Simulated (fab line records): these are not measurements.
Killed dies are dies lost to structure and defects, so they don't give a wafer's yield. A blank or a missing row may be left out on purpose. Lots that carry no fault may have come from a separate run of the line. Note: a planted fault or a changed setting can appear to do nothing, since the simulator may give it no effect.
Matching of chambers	flow nand-harc	pecvd-03 running NHARC_P_M1_PRE_CLEAN_32: 3 sister chambers
The step time 12 s. 14 wafers are shown with their chamber, then 7 later ones without.

## WAFERS PAIRED WITH THEIR CHAMBERS
wafer	chamber	heater-power-outer-w (W)	heater-power-w (W)	rf-fwd-power-W (W)
L772.1	0	249	459	292.2
L772.2	1	336	572	291.8
L772.5	2	410	685	292.9
L775.1	1	369	628	293.3
L775.2	2	476	768	291.8
L775.5	0	219	421	292.5
L779.2	0	252	489	292.2
L779.3	1	342	590	291.3
L779.5	2	384	641	292.8
L781.1	1	334	573	292.4
L781.3	0	231	457	292.6
L781.5	2	447	717	292.7
L792.1	1	392	643	291.7
L792.4	2	423	687	291.6

SIGNATURES, as means of the wafers listed above
reading	chamber 0	chamber 1	chamber 2	scatter within a chamber
heater-power-outer-w	237.75	354.60	428.00	27.3
heater-power-w	456.50	601.20	699.60	37.4
rf-fwd-power-W	292.375	292.100	292.360	0.606
Rule: for each reading, subtract the chamber's mean from the wafer's reading, divide by that reading's scatter and square the result; add these up over the readings and take the root, which gives the wafer's distance from the chamber. The wafer belongs to the nearest chamber; if the next one is less than 2 further off, it can't be placed. The scatter: the root of (the sum of the squares of (reading less its chamber's mean) over the shown wafers, divided by (wafers less chambers)).

## WAFERS WITHOUT THEIR CHAMBER
wafer	heater-power-outer-w (W)	heater-power-w (W)	rf-fwd-power-W (W)
L792.5	394	662	291.6
L793.2	264	494	292.2
L793.3	417	703	292.0
L793.5	433	704	293.4
L794.2	446	737	292.6
L794.4	442	725	291.6
L794.5	221	440	291.1

## WHICH CHAMBER EACH ONE RAN IN
wafer	from the rows above	in truth
L792.5	can't be placed: 2 or 1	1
L793.2	0	0
L793.3	2	2
L793.5	2	2
L794.2	2	2
L794.4	2	2
L794.5	0	0
Placed correctly: 6 of 7. Cannot be placed on the basis of these rows: 1; the candidates contain the true chamber in 1. 0 placed wrongly.
